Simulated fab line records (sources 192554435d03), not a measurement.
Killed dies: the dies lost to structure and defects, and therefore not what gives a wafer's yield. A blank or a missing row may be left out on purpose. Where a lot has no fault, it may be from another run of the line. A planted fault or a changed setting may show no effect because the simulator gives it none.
fab line records	flow n5_finfet
[record] lots = 7	wafers = 18	last_day = 17
route steps=1938 shown HKMG_FIN@445 BEOL_M4@1111 PASSIVATION@1936
lots that met no fault: taken from a fault-free run of the same line
start_h: the number of hours between the record's first day and the start of the first shown wafer of the lot	wait_h: how many hours have passed since the lot's step before this one	" the same as in the row above	L1.1+2: a single row standing in for several wafers	- no value, or no start was given	* or withheld: withheld	< > ~ a bound
route shown NAME@n: a module of which the file shows steps, and the number in the route of the first	usual: mean/standard deviation of fault-free wafers	same: alike in all rows	chamber/n: place in a boat	sites: the reading at each site	_std_site: their standard deviation	_edge_site: the outer-site mean with the inner-site mean subtracted	radius_mm: how far each site lies from the wafer's centre	mask NAME#n: copy n	behind: the most recent tool/chamber to have shaped the wafer	hold: the reason the lot was held/the length of the hold in hours/how it ended	device: whichever transistor did not switch (one of n, p or np)	end of line: the route-end tests of the same wafers	for a step that has no rows: nothing shown but its recipe	killed: not the wafer's yield, but the dies lost to structure and defects at the first sort	map: the dies of a wafer, with x for killed, . for not killed, _ for no die there
set.NAME: the setting the step ran with; set.NAME@STEP: the setting that earlier step ran with	model.NAME: the simulator's own value behind a step, which no gauge read
certain route steps with their lots: each step a table, each wafer a row
services: the hour from which a tool's chamber was out of use, counted from the record's first day as start_h (under 0 if before that day), plus the number of hours and why
[[steps]]
[step N5_HKMG_FIN_STRIP_89]
[recipe] chemistry = N2/H2	material = SOC	time_s = 20	power_w = 500	temp_c = 40	pressure_mtorr = 50	rf_frequency_hz = 6e+07	bias_power_w = 8	h2_frac = 0.5	n2_flow_sccm = 300	h2_flow_sccm = 300
[usual] drypump_motor_current_A = 5.8/0.46	oes_product_au = 0.78/0.1	rf_vpp_V = 54.0/0.91	showerhead_plenum_p_Torr = 3.30/0.1	throttle_valve_pct = 19.1/0.46
lot.wafer	tool	chamber	start_h	wait_h	drypump_motor_current_A	oes_product_au	rf_hours_counter_h	rf_vpp_V	showerhead_plenum_p_Torr	throttle_valve_pct
L322.1	rie_diel-06	2	78.31	0.0	5.5	0.73	160	53.7	3.25	19.7
L322.2	"	1	"	"	6.0	0.74	199	53.3	3.33	19.2
L322.4	"	0	"	"	6.6	0.70	218	52.0	3.29	19.1
L323.1	rie_diel-04	2	84.81	0.0	5.8	0.76	150	52.6	3.51	19.2
L323.3	"	1	"	"	5.2	0.74	156	53.9	3.23	18.4
L323.5	"	1	"	"	5.3	0.74	-	53.1	3.23	18.4
L330.2	rie_diel-04	1	128.58	0.0	5.3	0.73	170	54.2	3.22	18.4
L330.5	"	0	"	"	5.7	0.70	-	55.6	3.20	19.6
L331.4	rie_diel-06	2	130.01	0.0	5.4	0.70	-	54.7	3.24	19.7
L331.5	"	1	"	"	6.0	0.71	-	55.7	3.32	19.3
L333.4	rie_diel-04	3	143.32	0.0	5.4	0.92	20	54.4	3.29	18.4
L333.6	"	2	"	"	5.8	0.74	-	53.9	3.50	19.3
L338.1	rie_diel-05	1	174.10	0.0	6.1	0.88	43	55.6	3.31	18.9
L338.2	"	2	"	"	5.1	0.71	206	54.7	3.48	18.8
L338.5	"	1	"	"	6.1	0.87	-	53.1	3.31	18.9
L342.1	rie_diel-04	3	199.89	0.0	5.4	0.89	41	53.5	3.27	18.4
L342.3	"	1	"	"	5.2	0.71	195	52.9	3.21	18.5
L342.6	"	2	"	"	5.9	0.73	-	53.4	3.49	19.3
[step N5_HKMG_FIN_WET_ETCH_87]
[recipe] chemistry = SC1	target = TiN	mix = 1:2:40	temp_c = 50	time_s = 154.2	target_depth_nm = 4.7	dry = ipa_marangoni	rinse_time_s = 30	rinse_temp_c = 23
[step N5_HKMG_FIN_STRIP_88]
[recipe] chemistry = N2/H2	power_w = 2500	temp_c = 300	h2_frac = 0.65	time_s = 360	pressure_mtorr = withheld	n2_flow_sccm = 1750	h2_flow_sccm = 3250
[step N5_HKMG_FIN_NWFM_ALD_20]
[recipe] material = TiAlC	target_thk_a = 20	temp_c = 300	ald_precursor_family = TiCl4	ald_co_reactant = TEA	pulse_time_s = 3	purge_time_s = 2	co_reactant_purge_time_s = 2	co_reactant_pulse_time_s = 10	ald_cycles = 7	pressure_torr = 3
[step N5_HKMG_FIN_ALD_71]
[recipe] material = TiN	target_thk_a = 10	temp_c = 400	ald_precursor_family = TiCl4	ald_co_reactant = NH3	pulse_time_s = 1	purge_time_s = 3	co_reactant_purge_time_s = 2	co_reactant_pulse_time_s = 2	ald_cycles = 47	pressure_torr = 3
[step N5_HKMG_FIN_COAT_66]
[recipe] resist = SOC	temp_c = 250	time_s = 60	spin_rpm = 1500	resist_thk_nm = 300
[step N5_HKMG_FIN_ETCH_67]
[recipe] chemistry = N2/H2	target = SOC	target_depth_a = 3889	stop_on = TiN	ion_energy_ev = 100	bias_w = 61	pressure_mtorr = 30	source_w = 850	n2_flow_sccm = 200	h2_flow_sccm = 200
[step N5_HKMG_FIN_STRIP_90]
[recipe] chemistry = N2/H2	material = SOC	time_s = 20	power_w = 500	temp_c = 40	pressure_mtorr = 50	rf_frequency_hz = 6e+07	bias_power_w = 8	h2_frac = 0.5	n2_flow_sccm = 300	h2_flow_sccm = 300
[usual] drypump_motor_current_A = 5.9/0.47	oes_product_au = 0.76/0.097	rf_vpp_V = 54.0/0.87	showerhead_plenum_p_Torr = 3.29/0.085	throttle_valve_pct = 19.2/0.42
lot.wafer	tool	chamber	start_h	wait_h	drypump_motor_current_A	oes_product_au	rf_hours_counter_h	rf_vpp_V	showerhead_plenum_p_Torr	throttle_valve_pct
L322.1	rie_diel-06	2	79.39	0.0	5.4	0.73	161	53.5	3.25	19.7
L322.2	"	3	"	"	6.5	0.98	16	52.7	3.30	18.9
L322.4	"	0	"	"	6.7	0.71	218	54.9	3.29	19.1
L323.1	rie_diel-04	2	85.94	0.0	5.9	0.76	151	55.3	3.51	19.3
L323.3	"	0	"	"	5.6	0.71	208	53.1	3.20	19.5
L323.5	"	2	"	"	5.8	0.76	-	52.6	3.51	19.3
L330.2	rie_diel-06	3	129.65	0.0	6.5	0.94	37	54.2	3.29	19.0
L330.5	"	3	"	"	6.5	0.94	-	52.8	3.29	19.0
L331.4	rie_diel-05	3	131.05	0.0	5.6	0.67	255	54.8	3.33	20.2
L331.5	"	2	"	"	5.1	0.71	-	54.8	3.49	18.8
L333.4	rie_diel-05	2	144.52	0.0	5.1	0.72	-	54.4	3.49	18.8
L333.6	"	0	"	"	5.7	0.70	-	53.3	3.16	18.8
L338.1	rie_diel-06	3	175.31	0.0	6.5	0.90	52	54.2	3.28	18.9
L338.2	"	2	"	"	5.5	0.70	195	53.7	3.23	19.7
L338.5	"	0	"	"	6.6	0.69	-	54.3	3.28	19.2
L342.1	rie_diel-06	3	200.96	0.0	6.5	0.90	62	54.8	3.27	19.0
L342.3	"	1	"	"	6.0	0.70	245	52.4	3.30	19.3
L342.6	"	2	"	"	5.5	0.69	-	51.9	3.22	19.7
[step N5_HKMG_FIN_WET_ETCH_73]
[recipe] chemistry = SC1	mix = 1:2:40	temp_c = 50	time_s = 42.3	target_depth_nm = 1.3	dry = ipa_marangoni	rinse_time_s = 30	rinse_temp_c = 23
[step N5_HKMG_FIN_ETCHBACK_68]
[recipe] chemistry = Cl2/Ar	stop_on = HfO2	target_depth_a = 5	pressure_mtorr = 10	icp_w = 600	bias_w = 60	Cl2_flow_sccm = 40	Ar_flow_sccm = 60
[step N5_HKMG_FIN_STRIP_69]
[recipe] chemistry = N2/H2	power_w = 2500	temp_c = 300	h2_frac = 0.65	time_s = 360	pressure_mtorr = withheld	n2_flow_sccm = 1750	h2_flow_sccm = 3250
[usual] drypump_motor_current_A = 5.78/0.29	heater_power_w = 471/46
lot.wafer	tool	chamber	start_h	wait_h	drypump_motor_current_A	heater_power_w	rf_hours_counter_h
L322.1	plasma_asher-01	0	79.69	0.1	6.23	528	92
L322.2	"	1	"	"	5.48	425	92
L322.4	"	0	"	"	6.23	535	-
L323.1	plasma_asher-02	1	86.28	0.1	5.61	502	37
L323.3	"	1	"	"	5.61	492	-
L323.5	"	0	"	"	5.83	419	-
L330.2	plasma_asher-02	1	129.96	0.1	5.63	489	45
L330.5	"	1	"	"	5.61	480	-
L331.4	plasma_asher-01	0	131.47	0.2	6.18	524	-
L331.5	"	0	"	"	6.20	521	-
L333.4	plasma_asher-01	0	144.91	0.2	6.20	528	-
L333.6	"	1	"	"	5.44	417	-
L338.1	plasma_asher-01	0	175.60	0.1	6.20	532	109
L338.2	"	1	"	"	5.44	415	109
L338.5	"	0	"	"	6.24	540	-
L342.1	plasma_asher-01	1	201.26	0.1	5.47	423	114
L342.3	"	0	"	"	6.22	534	-
L342.6	"	0	"	"	6.22	519	-
[step N5_HKMG_FIN_ALD_21]
[recipe] material = TiN	target_thk_a = 15	temp_c = 400	ald_precursor_family = TiCl4	ald_co_reactant = NH3	pulse_time_s = 1	purge_time_s = 3	co_reactant_purge_time_s = 2	co_reactant_pulse_time_s = 2	ald_cycles = 68	pressure_torr = 3
[usual] ald_cycles = 68/0	heater_power_w = 938/110	precursor_pulse_height_rel = 1.000/0.022
lot.wafer	tool	chamber	start_h	wait_h	ald_cycles	heater_power_w	precursor_pulse_height_rel
L322.1	ald_metal-03	0	80.08	0.3	68	723	1.020
L322.2	"	2	"	"	68	930	0.997
L322.4	"	1	"	"	68	1039	0.986
L323.1	ald_metal-04	0	86.66	0.3	68	844	0.991
L323.3	"	1	"	"	68	946	1.015
L323.5	"	0	"	"	68	870	1.010
L330.2	ald_metal-01	1	130.34	0.3	68	887	0.994
L330.5	"	3	"	"	68	880	0.993
L331.4	ald_metal-03	2	131.73	0.1	68	921	1.003
L331.5	"	1	"	"	68	1027	1.045
L333.4	ald_metal-04	2	145.18	0.2	68	1015	1.007
L333.6	"	3	"	"	68	1086	1.020
L338.1	ald_metal-03	2	175.99	0.3	68	899	0.987
L338.2	"	0	"	"	68	738	1.015
L338.5	"	2	"	"	68	889	1.007
L342.1	ald_metal-03	1	201.65	0.3	68	1036	1.008
L342.3	"	0	"	"	68	699	0.970
L342.6	"	1	"	"	68	1056	1.002
[step N5_HKMG_FIN_ALD_72]
[recipe] material = W	target_thk_a = 20	temp_c = 300	pressure_torr = 7.5	ald_precursor_family = WF6	ald_co_reactant = B2H6	pulse_time_s = 1	purge_time_s = 2	co_reactant_purge_time_s = 2	co_reactant_pulse_time_s = 3	ald_cycles = 7
[usual] ald_cycles = 7/0	heater_power_w = 477/35	precursor_pulse_height_rel = 1.000/0.021
lot.wafer	tool	chamber	start_h	wait_h	ald_cycles	heater_power_w	precursor_pulse_height_rel
L322.1	cvd_w-01	1	80.44	0.2	7	443	0.978
L322.2	"	0	"	"	7	431	1.032
L322.4	"	1	"	"	7	451	0.970
L323.1	cvd_w-02	1	87.02	0.2	7	486	1.018
L323.3	"	0	"	"	7	518	1.015
L323.5	"	0	"	"	7	527	0.974
L330.2	cvd_w-02	1	130.71	0.2	8	476	0.986
L330.5	"	1	"	"	7	477	0.980
L331.4	cvd_w-02	0	132.12	0.2	8	514	0.983
L331.5	"	0	"	"	7	517	1.028
L333.4	cvd_w-02	1	145.56	0.2	8	482	0.989
L333.6	"	0	"	"	7	525	0.994
L338.1	cvd_w-01	1	176.35	0.2	7	442	0.998
L338.2	"	0	"	"	7	437	0.957
L338.5	"	1	"	"	7	446	0.962
L342.1	cvd_w-01	0	202.02	0.2	7	429	0.996
L342.3	"	1	"	"	7	440	0.974
L342.6	"	1	"	"	7	446	1.024
[step N5_HKMG_FIN_W_FILL_22]
[recipe] material = W	target_thk_a = 600	temp_c = 400	pressure_torr = 39.4	time_s = 18.2
[usual] heater_power_w = 850/63	throttle_valve_pct = 19.7/1.2
lot.wafer	tool	chamber	start_h	wait_h	heater_power_w	throttle_valve_pct
L322.1	cvd_w-01	1	80.50	0.0	801	20.1
L322.2	"	0	"	"	751	20.8
L322.4	"	1	"	"	774	20.4
L323.1	cvd_w-02	1	87.09	0.0	853	19.0
L323.3	"	0	"	"	924	18.0
L323.5	"	0	"	"	937	18.2
L330.2	cvd_w-02	1	130.77	0.0	863	19.7
L330.5	"	1	"	"	859	19.7
L331.4	cvd_w-02	0	132.17	0.0	917	18.0
L331.5	"	0	"	"	923	18.1
L333.4	cvd_w-02	1	145.61	0.0	844	19.8
L333.6	"	0	"	"	933	18.1
L338.1	cvd_w-01	1	176.41	0.0	798	20.7
L338.2	"	0	"	"	767	21.4
L338.5	"	1	"	"	819	20.6
L342.1	cvd_w-01	0	202.08	0.0	780	21.3
L342.3	"	1	"	"	800	20.8
L342.6	"	1	"	"	780	20.9
[step N5_BEOL_M4_RC_MEAS_101]
[usual] DIBL_N = 36.0/2.5	DIBL_P = 36.7/3	IOFF_N = 0.16/0.043	IOFF_P = 0.21/0.049	ION_N = 673/15	ION_P = 461/9.8	SS_N = 71.5/0.83	SS_P = 73.4/0.83	VT_N = 250/4	VT_P = -251/4
lot.wafer	tool	chamber	start_h	wait_h	DIBL_N[mV/V]	DIBL_P[mV/V]	IOFF_N[nA/um]	IOFF_P[nA/um]	ION_N[uA/um]	ION_P[uA/um]	SS_N[mV/dec]	SS_P[mV/dec]	VT_N[mV]	VT_P[mV]
L323.1	prober-02	0	160.65	0.0	33.3	31.5	0.10	0.14	646	447	70.4	72.7	257	-257
L323.3	"	0	"	"	34.0	31.9	0.10	0.14	639	446	70.9	72.6	256	-259
L323.5	"	0	"	"	38.0	37.0	0.18	0.20	681	458	72.0	74.1	248	-254
L322.1	prober-01	0	161.06	0.0	33.5	35.1	0.15	0.20	670	457	71.6	72.9	249	-252
L322.2	"	0	"	"	30.2	30.2	0.10	0.14	653	455	70.8	71.9	257	-255
L322.4	"	0	"	"	37.3	40.7	0.24	0.30	703	473	72.1	75.0	245	-243
L330.2	prober-01	0	216.20	0.2	36.9	38.8	0.17	0.24	667	459	71.8	74.4	250	-251
L330.5	"	0	"	"	39.3	41.0	0.22	0.28	674	459	72.5	74.8	250	-251
L331.4	prober-01	0	218.55	0.5	35.1	35.1	0.17	0.18	666	456	71.2	73.2	249	-254
L331.5	"	0	"	"	34.3	35.7	0.14	0.17	658	453	71.0	73.5	251	-254
L333.4	prober-02	0	242.49	0.5	39.4	39.3	0.20	0.24	678	457	72.8	74.5	248	-252
L333.6	"	0	"	"	39.2	40.1	0.22	0.27	691	482	72.9	74.1	247	-249
L338.1	prober-01	0	269.88	0.0	35.1	36.4	0.14	0.18	666	458	71.5	73.6	252	-252
L338.2	"	0	"	"	33.6	34.6	0.12	0.17	653	452	71.8	72.7	254	-254
L338.5	"	0	"	"	38.4	38.7	0.19	0.22	679	461	72.4	74.0	246	-251
L342.1	prober-01	0	295.98	0.0	36.8	37.8	0.19	0.24	669	461	71.8	73.0	247	-247
L342.3	"	0	"	"	37.7	39.8	0.22	0.29	701	474	72.4	74.1	242	-244
L342.6	"	0	"	"	35.7	35.9	0.17	0.21	662	451	72.0	73.8	248	-250
[step N5_PASSIVATION_PROBE_49]
[usual] defect_limited_yield = 91.1/1.5	killed_at_M0_to_M3 = 37/11	killed_at_M4_up = 13/5.6	killed_at_contacts = 12/5.6	killed_at_front_end = 39/11	killed_at_other = 4/3.1	killed_dies = 105/18	killed_open = 69/13	killed_short = 35/7.4	sort_bin_5_function = 5.1/0.92	sort_bin_6_memory = 3.4/0.76	sort_bin_8_speed = 0.02/0.11	sort_n_pass = 1075/18	sort_yield_pct = 91.1/1.5
[same] gross_dies = 1180	killed_at_back_side = 0	sort_bin_4_leakage[%] = 0
lot.wafer	tool	chamber	start_h	wait_h	defect_limited_yield[%]	killed_at_M0_to_M3	killed_at_M4_up	killed_at_contacts	killed_at_front_end	killed_at_other	killed_dies	killed_open	killed_short	sort_bin_5_function[%]	sort_bin_6_memory[%]	sort_bin_8_speed[%]	sort_n_pass	sort_yield_pct[%]
L322.1	prober-01	-	264.43	0.0	90.8	33	13	20	41	1	108	69	38	4.8	4.1	0	1072	90.8
L322.2	prober-01	-	264.48	0.1	92.0	40	8	17	27	2	94	60	34	4.3	3.5	0	1086	92.0
L322.4	prober-01	-	264.58	0.2	91.6	44	13	21	20	1	99	76	23	4.6	3.6	0	1081	91.6
L331.4	prober-01	-	315.99	0.2	89.7	44	11	15	46	5	121	86	34	6.0	3.8	0	1059	89.7
L330.2	prober-02	-	324.46	0.1	90.5	46	19	7	39	1	112	78	34	5.5	3.6	0	1068	90.5
L330.5	prober-02	-	324.61	0.2	93.1	19	8	9	42	3	81	45	35	3.3	3.1	0	1099	93.1
// killed by level:class
L322.1 MOL_CONTACT_COAG:geometric_particle:open=15 BEOL_M3:geometric_particle:open=11 GATE_CUT:geometric_particle:short=8 FIN_SAQP:geometric_particle:short=7 ILD0:geometric_particle:short=6 FIN_SAQP:geometric_particle:open=5 MOL_CONTACT_COAG:geometric_particle:short=5 BEOL_M1:geometric_particle:open=5
L322.2 MOL_CONTACT_COAG:geometric_particle:open=15 GATE_CUT:geometric_particle:short=9 BEOL_M2:geometric_particle:open=8 BEOL_M0_SAQP:geometric_particle:open=7 BEOL_M0_SAQP:geometric_particle:short=7 BEOL_M3:geometric_particle:open=7 BEOL_M3:geometric_particle:short=5 FIN_SAQP:geometric_particle:short=4
L322.4 MOL_CONTACT_COAG:geometric_particle:open=17 BEOL_M3:geometric_particle:open=14 BEOL_M0_SAQP:geometric_particle:open=10 BEOL_M2:geometric_particle:open=6 GATE_CUT:geometric_particle:short=5 BEOL_M0_SAQP:geometric_particle:short=5 MOL_CONTACT_COAG:geometric_particle:short=4 BEOL_M3:geometric_particle:short=4
L331.4 FIN_SAQP:geometric_particle:open=14 MOL_CONTACT_COAG:geometric_particle:open=13 BEOL_M0_SAQP:geometric_particle:short=9 FIN_SAQP:geometric_particle:short=8 BEOL_M0_SAQP:geometric_particle:open=8 BEOL_M3:geometric_particle:open=8 STI_FIN_REVEAL:geometric_particle:open=7 STI_FIN_REVEAL:geometric_particle:short=5
L330.2 STI_FIN_REVEAL:geometric_particle:open=18 BEOL_M0_SAQP:geometric_particle:open=17 BEOL_M0_SAQP:geometric_particle:short=15 BEOL_M4:geometric_particle:open=9 DUMMY_GATE:geometric_particle:open=5 BEOL_M3:geometric_particle:open=5 GATE_CUT:geometric_particle:open=4 MOL_CONTACT_COAG:geometric_particle:open=4
L330.5 STI_FIN_REVEAL:geometric_particle:open=9 MOL_CONTACT_COAG:geometric_particle:open=7 FIN_SAQP:geometric_particle:short=6 BEOL_M1:geometric_particle:open=5 STARTING-WAFER:geometric_particle:short=5 FIN_SAQP:geometric_particle:open=4 ILD0:geometric_particle:short=4 GATE_CUT:geometric_particle:open=3
[[services]]
tool	chamber	start_h	hours	kind
ald_metal-04	-	54.74	2.8	pm
rie_diel-06	-	59.51	0.8	repair
rie_diel-05	2	59.86	3.2	repair
rie_diel-05	-	63.26	0.9	repair
ald_metal-03	-	71.36	8.7	pm
plasma_asher-01	-	75.48	0.7	repair
ald_metal-04	1	75.53	8.0	repair
rie_diel-05	2	90.55	4.2	repair
ald_metal-04	2	99.21	25.3	repair
rie_diel-06	0	107.86	29.5	repair
rie_diel-05	2	112.56	7.4	repair
ald_metal-01	2	118.96	10.5	repair
ald_metal-04	-	124.50	0.8	repair
rie_diel-04	2	130.36	10.1	repair
rie_diel-05	3	134.08	65.0	repair
plasma_asher-01	-	149.21	9.0	repair
plasma_asher-02	-	150.35	2.0	repair
ald_metal-01	-	161.44	8.7	pm
cvd_w-02	0	165.02	1.3	repair
rie_diel-05	1	183.09	9.7	repair
rie_diel-06	0	194.55	-	clean
ald_metal-03	-	195.59	0.6	repair
cvd_w-02	-	196.79	6.9	pm
ald_metal-04	-	197.69	0.3	repair
[[key]]
[first_sign] step = N5_HKMG_FIN_ALD_72	reading = ald_cycles	direction = up	sigmas = 99+	usual = *	struck = *
effect none on later readings
met_at N5_HKMG_FIN_ALD_72
struck_wafers L330.2,L331.4,L333.4
onset_between 87.02 130.71
[fault] kind = process_parameter_drift	tool = cvd_w-02	chamber = -	onset_h = 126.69	steps = N5_HKMG_FIN_ALD_72	channel = ald_cycles	offset = *	shape = step	end_h = 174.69	scope = struck_wafers_only	stated = *
